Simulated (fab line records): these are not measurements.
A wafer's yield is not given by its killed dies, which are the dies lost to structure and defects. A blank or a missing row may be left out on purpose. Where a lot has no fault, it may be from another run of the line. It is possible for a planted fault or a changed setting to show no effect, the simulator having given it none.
A single fault, viewed from 2 desks || flow n5-finfet || numbers are kept per desk, each desk with only its own; the story behind them comes last

== AT THE METROLOGY DESK ==
What the gauges read for every lot (on any tool): the sampled wafers with a number, averaged. Marked OUT: a lot whose mean sits more than 4 standard deviations from the usual mean, which makes it out of limits; the brackets give that distance. It has 10 readings; the 7 that lie furthest out on some lot are the ones shown.
Columns: A = DIBL_N at N5_BEOL_M4_RC_MEAS_101, usual 36.3 mV/V; B = IOFF_N at N5_BEOL_M4_RC_MEAS_101, usual 0.157 nA/um; C = IOFF_P at N5_BEOL_M4_RC_MEAS_101, usual 0.206 nA/um; D = ION_P at N5_BEOL_M4_RC_MEAS_101, usual 461 uA/um; E = SS_N at N5_BEOL_M4_RC_MEAS_101, usual 71.5 mV/dec; F = VT_N at N5_BEOL_M4_RC_MEAS_101, usual 249.9 mV; G = VT_P at N5_BEOL_M4_RC_MEAS_101, usual -250.6 mV
{"lot": "L300", "first seen here": "day 8 00:16", "A": 35.3, "B": 0.130, "C": 0.174, "D": 455, "E": 71.2, "F": 253.0, "G": -254.5}
{"lot": "L303", "first seen here": "day 8 05:05", "A": 36.1, "B": 0.173, "C": 0.198, "D": 463, "E": 71.6, "F": 249.5, "G": -252.2}
{"lot": "L306", "first seen here": "day 9 09:32", "A": 38.4, "B": 0.178, "C": 0.222, "D": 467, "E": 71.8, "F": 249.3, "G": -249.2}
{"lot": "L304", "first seen here": "day 9 11:14", "A": 36.2, "B": 0.150, "C": 0.209, "D": 467, "E": 71.1, "F": 249.1, "G": -250.9}
{"lot": "L311", "first seen here": "day 10 18:02", "A": 36.0, "B": 0.156, "C": 0.205, "D": 465, "E": 71.8, "F": 249.3, "G": -249.7}
{"lot": "L312", "first seen here": "day 10 21:08", "A": 37.2, "B": 0.165, "C": 0.212, "D": 459, "E": 72.0, "F": 250.7, "G": -252.1}
{"lot": "L318", "first seen here": "day 12 07:06", "A": 37.2, "B": 0.170, "C": 0.243, "D": 472, "E": 72.3, "F": 247.6, "G": -245.9}
{"lot": "L319", "first seen here": "day 12 17:07", "A": 36.3, "B": 0.133, "C": 0.166, "D": 453, "E": 71.4, "F": 252.3, "G": -255.3}
{"lot": "L320", "first seen here": "day 12 23:17", "A": 35.2, "B": 0.150, "C": 0.212, "D": 468, "E": 71.4, "F": 249.6, "G": -247.9}
This desk's finding: nothing out of limits on any of the 9 lots.

== AT THE TOOL OWNER'S DESK: ald-metal-01 ==
The tool's own readings at N5_BEOL_M0_ALD_136 (deposits TaN, pulse time 2 s, purge time 3 s, co reactant purge time 2 s): means of the sampled wafers that have a number, for each lot that ran on this tool. Marked OUT: a lot whose mean sits more than 4 standard deviations from the usual mean, which makes it out of limits; the brackets give that distance.
Columns: A = heater-power-w at N5_BEOL_M0_ALD_136, usual 435 W; B = precursor-vessel-carrier-sccm at N5_BEOL_M0_ALD_136, usual 1000.1 sccm
{"lot": "L300", "first seen here": "day 5 18:22", "A": 436, "B": 997.3}
{"lot": "L304", "first seen here": "day 7 05:16", "A": 430, "B": 1002.0}
{"lot": "L318", "first seen here": "day 10 11:21", "A": 411, "B": 999.3}
{"lot": "L319", "first seen here": "day 10 18:22", "A": 405, "B": 1000.6}
This desk's finding: nothing out of limits on any of the 4 lots.

== ALL TOGETHER ==
Metrology desk: nothing out of limits seen.
The desk of the tool owner found nothing out of limits.

== WHAT THE SIMULATOR PUT IN ==
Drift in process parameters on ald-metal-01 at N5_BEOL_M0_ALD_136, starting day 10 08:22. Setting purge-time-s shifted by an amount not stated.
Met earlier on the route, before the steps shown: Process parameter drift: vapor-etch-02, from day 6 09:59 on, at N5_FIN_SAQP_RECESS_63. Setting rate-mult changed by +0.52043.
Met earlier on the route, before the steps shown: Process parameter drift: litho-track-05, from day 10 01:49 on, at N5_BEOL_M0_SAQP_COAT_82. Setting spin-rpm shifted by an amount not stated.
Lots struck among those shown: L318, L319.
